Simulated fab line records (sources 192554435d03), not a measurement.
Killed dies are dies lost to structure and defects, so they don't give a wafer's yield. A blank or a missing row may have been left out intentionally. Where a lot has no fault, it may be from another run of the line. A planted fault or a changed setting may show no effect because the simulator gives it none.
Check of tool commonality -- flow n5-finfet -- Sample size 8 lots and 24 wafers

WHAT PROMPTED THE OPENING
At N5_BEOL_M4_RC_MEAS_101 the reading RC_DENSE_P is flagged on 2 of 8 lots. Wafers without a fault read 23.7 ohm.um, standard deviation 0.62.
Rule: a lot is flagged in two cases, either no wafer of it has a number, or all its wafers with numbers fall more than 4 standard deviations from that mean. As for the other lots, they are considered sound.

lot,measured,on,"RC_DENSE_P (ohm.um), wafer by wafer",flag
L580,day 9 10:38,prober-02,23.6 24.5 24.1,
L579,day 9 11:10,prober-01,23.7 24.3 23.8,
L583,day 9 15:41,prober-02,28.7 29.6 28.6,FLAGGED
L581,day 10 02:23,prober-02,23.0 23.5 23.2,
L584,day 10 06:55,prober-02,28.9 29.0 29.7,FLAGGED
L590,day 11 14:56,prober-01,23.5 23.3 22.4,
L593,day 12 15:44,prober-02,24.0 23.9 23.0,
L595,day 13 03:19,prober-01,23.6 24.2 23.9,
The numbers of the flagged lots are 29.1 ohm.um on average: +5.4 ohm.um against the usual, or +9 standard deviations.

TOOL THAT RAN EACH LOT
The record holds 4 process steps before the reading, out of a route of 1938 steps. In each cell: the tool, then ch and the chambers that the sampled wafers went through, then the start.
lot,flag,N5_GATE_CUT_CMP_61,N5_MOL_CONTACT_COAG_CONTACT_ETCH_14,N5_MOL_CONTACT_COAG_ETCH_15,N5_MOL_CONTACT_COAG_IMPLANT_129
L580,,"cmp-03 ch 1,2, day 4 22:26","rie-diel-05 ch 0,1, day 4 23:37","rie-diel-05 ch 0,1, day 4 23:39","implanter-02 ch 0, day 4 23:53"
L579,,"cmp-03 ch 1,2, day 4 20:25","rie-diel-04 ch 0,3, day 4 21:20","rie-diel-04 ch 0,3, day 4 21:22","implanter-02 ch 0, day 4 21:40"
L583,FLAGGED,"cmp-03 ch 0,2,3, day 5 17:08","rie-diel-02 ch 1,2,3, day 5 18:06","rie-diel-02 ch 1,2,3, day 5 18:08","implanter-02 ch 0, day 5 18:20"
L581,,"cmp-04 ch 0,2,3, day 5 06:07","rie-diel-04 ch 1,3, day 5 07:05","rie-diel-04 ch 1,3, day 5 07:07","implanter-01 ch 0, day 5 07:22"
L584,FLAGGED,"cmp-04 ch 0,3, day 5 19:45","rie-diel-02 ch 1,2, day 5 20:47","rie-diel-02 ch 1,2, day 5 20:49","implanter-02 ch 0, day 5 21:02"
L590,,"cmp-02 ch 0,3, day 7 12:21","rie-diel-04 ch 1,2, day 7 13:27","rie-diel-04 ch 1,2, day 7 13:29","implanter-01 ch 0, day 7 13:47"
L593,,"cmp-03 ch 0,1,3, day 8 07:26","rie-diel-04 ch 1,2,3, day 8 08:22","rie-diel-04 ch 1,2,3, day 8 08:24","implanter-01 ch 0, day 8 08:40"
L595,,"cmp-04 ch 0,1, day 8 13:57","rie-diel-02 ch 0,2,3, day 8 14:50","rie-diel-02 ch 0,2,3, day 8 14:52","implanter-01 ch 0, day 8 15:08"
What the steps here do:
- N5_GATE_CUT_CMP_61: polishes, stops on SiNx, t overpolish 3 s.
- N5_MOL_CONTACT_COAG_CONTACT_ETCH_14: etches SiO2 in C4F6/O2, target depth 27.5 nm, overetch 8.5 nm, time 20 s.
- N5_MOL_CONTACT_COAG_ETCH_15: etches SiNx in CH3F/O2, stops on Si:P, target depth 7 nm.
- N5_MOL_CONTACT_COAG_IMPLANT_129
- N5_BEOL_M4_RC_MEAS_101

FLAGGED OVER TOTAL, TOOL BY TOOL (the gauges that took the reading come last)
step,tool,lots run,flagged,share of the flagged lots,sound lots run after its first flagged lot
N5_GATE_CUT_CMP_61,cmp-02,1,0,none,-
N5_GATE_CUT_CMP_61,cmp-03,4,1,some,1 (L593)
N5_GATE_CUT_CMP_61,cmp-04,3,1,some,1 (L595)
N5_MOL_CONTACT_COAG_CONTACT_ETCH_14,rie-diel-02,3,2,all,1 (L595)
N5_MOL_CONTACT_COAG_CONTACT_ETCH_14,rie-diel-04,4,0,none,-
N5_MOL_CONTACT_COAG_CONTACT_ETCH_14,rie-diel-05,1,0,none,-
N5_MOL_CONTACT_COAG_ETCH_15,rie-diel-02,3,2,all,1 (L595)
N5_MOL_CONTACT_COAG_ETCH_15,rie-diel-04,4,0,none,-
N5_MOL_CONTACT_COAG_ETCH_15,rie-diel-05,1,0,none,-
N5_MOL_CONTACT_COAG_IMPLANT_129,implanter-01,4,0,none,-
N5_MOL_CONTACT_COAG_IMPLANT_129,implanter-02,4,2,all,0
N5_BEOL_M4_RC_MEAS_101,prober-01,3,0,none,-
N5_BEOL_M4_RC_MEAS_101,prober-02,5,2,all,"2 (L581,L593)"

WHAT IS ALLOWED BY THE TABLE
4 rows of the table ran every flagged lot: rie-diel-02 at N5_MOL_CONTACT_COAG_CONTACT_ETCH_14, rie-diel-02 at N5_MOL_CONTACT_COAG_ETCH_15, implanter-02 at N5_MOL_CONTACT_COAG_IMPLANT_129, prober-02 at N5_BEOL_M4_RC_MEAS_101.
- rie-diel-02 at N5_MOL_CONTACT_COAG_CONTACT_ETCH_14: 2 of its 3 lots flagged. Sound lots followed the first flagged one (L595) on it, something a lasting fault affecting the whole tool could not allow.
- rie-diel-02 at N5_MOL_CONTACT_COAG_ETCH_15: 2 of its 3 lots flagged. Sound lots followed the first flagged one (L595) on it, something a lasting fault affecting the whole tool could not allow.
- implanter-02 at N5_MOL_CONTACT_COAG_IMPLANT_129: 2 of its 4 lots flagged. Its last sound lot is L580 (day 4 23:53), its first flagged lot L583 (day 5 18:20): a fault that began between those two fits. Its own readings lie more than 4 standard deviations out on every wafer of the flagged lots: beam-energy-keV, end-station-pressure-torr.
- prober-02 at N5_BEOL_M4_RC_MEAS_101: 2 of its 5 lots flagged. Sound lots followed the first flagged one (L581, L593) on it, something a lasting fault affecting the whole tool could not allow.
Just one tool remains: implanter-02 at N5_MOL_CONTACT_COAG_IMPLANT_129.

WHAT THE SIMULATOR PUT IN
Drift in process parameters on implanter-02 at N5_MOL_CONTACT_COAG_IMPLANT_129, starting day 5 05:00. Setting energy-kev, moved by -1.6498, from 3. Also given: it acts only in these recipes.
Struck lots among those shown: L583, L584. The rule given above showed the same thing.
